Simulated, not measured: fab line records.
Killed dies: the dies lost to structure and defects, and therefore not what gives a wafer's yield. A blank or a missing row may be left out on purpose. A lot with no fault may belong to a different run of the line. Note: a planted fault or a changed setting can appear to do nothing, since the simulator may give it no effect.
Matching of chambers :: flow n5 finfet :: cvd co-02 running N5_BEOL_M1_CO_CAP_55: 3 sister chambers
The step material Co, precursor CCTBA/H2, target thk 2 nm, time 102.1 s. 3 wafers are shown with their chamber, then 12 later ones without.

== WAFERS WITH THEIR CHAMBER ==
wafer: L089.2
chamber: 0
heater power outer w (W): 138

wafer: L089.4
chamber: 2
heater power outer w (W): 122

wafer: L089.6
chamber: 1
heater power outer w (W): 121

== WAFERS MISSING THEIR CHAMBER ==
wafer: L092.2
heater power outer w (W): 122

wafer: L092.4
heater power outer w (W): 121

wafer: L092.5
heater power outer w (W): 136

wafer: L093.2
heater power outer w (W): 125

wafer: L093.3
heater power outer w (W): 137

wafer: L093.5
heater power outer w (W): 118

wafer: L095.1
heater power outer w (W): 133

wafer: L095.3
heater power outer w (W): 127

wafer: L095.6
heater power outer w (W): 117

wafer: L096.2
heater power outer w (W): 118

wafer: L096.3
heater power outer w (W): 122

wafer: L096.5
heater power outer w (W): 116

== WHICH CHAMBER EACH ONE RAN IN ==
wafer: L092.2
from the rows above: can't be placed: 2 or 1
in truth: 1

wafer: L092.4
from the rows above: can't be placed: 1 or 2
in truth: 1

wafer: L092.5
from the rows above: 0
in truth: 0

wafer: L093.2
from the rows above: can't be placed: 2 or 1
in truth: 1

wafer: L093.3
from the rows above: 0
in truth: 0

wafer: L093.5
from the rows above: can't be placed: 1 or 2
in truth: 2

wafer: L095.1
from the rows above: can't be placed: 0 or 2
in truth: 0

wafer: L095.3
from the rows above: can't be placed: 2 or 1 or 0
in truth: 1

wafer: L095.6
from the rows above: can't be placed: 1 or 2
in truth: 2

wafer: L096.2
from the rows above: can't be placed: 1 or 2
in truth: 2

wafer: L096.3
from the rows above: can't be placed: 2 or 1
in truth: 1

wafer: L096.5
from the rows above: can't be placed: 1 or 2
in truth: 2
Placed correctly: 2 of 12. Cannot be placed on the basis of these rows: 10; the candidates contain the true chamber in 10. Number placed wrongly: 0.
How it was worked out, from the rows above alone: a wafer's distance from a chamber is the root of the sum, over the readings, of the square of ((its reading less the chamber's mean) divided by the reading's scatter). The wafer belongs to the nearest chamber; if the next one is less than 2 further off, it can't be placed. The mean given for a chamber averages the wafers shown for that chamber. The scatter: with one shown wafer a chamber, the root of the mean of the squares of how far each hidden wafer lies from its nearest shown one.
